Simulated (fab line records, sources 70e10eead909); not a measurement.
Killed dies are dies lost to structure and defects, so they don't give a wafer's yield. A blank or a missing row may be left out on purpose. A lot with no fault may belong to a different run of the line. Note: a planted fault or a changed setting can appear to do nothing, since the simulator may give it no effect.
Matching of chambers ; flow nand harc ; NHARC_THIN_TSV_DEP_43 on pecvd-02 has 3 sister chambers
The step deposits SiO2, target thk 1328.5 nm. 3 wafers are shown with their chamber, then 8 later ones without.

## EACH WAFER AND ITS CHAMBER
wafer;chamber;throttle valve pct (%)
L663.5;2;17.7
L665.5;1;16.5
L667.2;0;15.5

## WAFERS WITHOUT THEIR CHAMBER
wafer;throttle valve pct (%)
L667.4;18.0
L667.5;15.2
L666.1;16.6
L666.3;17.7
L666.6;16.5
L668.1;17.3
L668.3;15.8
L668.4;15.5

## WHICH CHAMBER EACH ONE RAN IN
wafer;from the rows above;in truth
L667.4;2;2
L667.5;0;0
L666.1;1;1
L666.3;2;2
L666.6;1;1
L668.1;can't be placed: 2 or 1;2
L668.3;can't be placed: 0 or 1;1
L668.4;0;0
Correctly placed: 6 of 8. From these rows, 2 cannot be placed; in 2 the true chamber is one of the candidates. Placed wrongly: 0.
How it was worked out, from the rows above alone: a wafer's distance from a chamber is the root of the sum, over the readings, of the square of ((its reading less the chamber's mean) divided by the reading's scatter). The wafer belongs to the nearest chamber; if the next one is less than 2 further off, it can't be placed. A chamber's mean is the mean of its shown wafers. The scatter (one wafer shown for each chamber): square how far every hidden wafer sits from the nearest shown wafer, average those squares and take the square root.
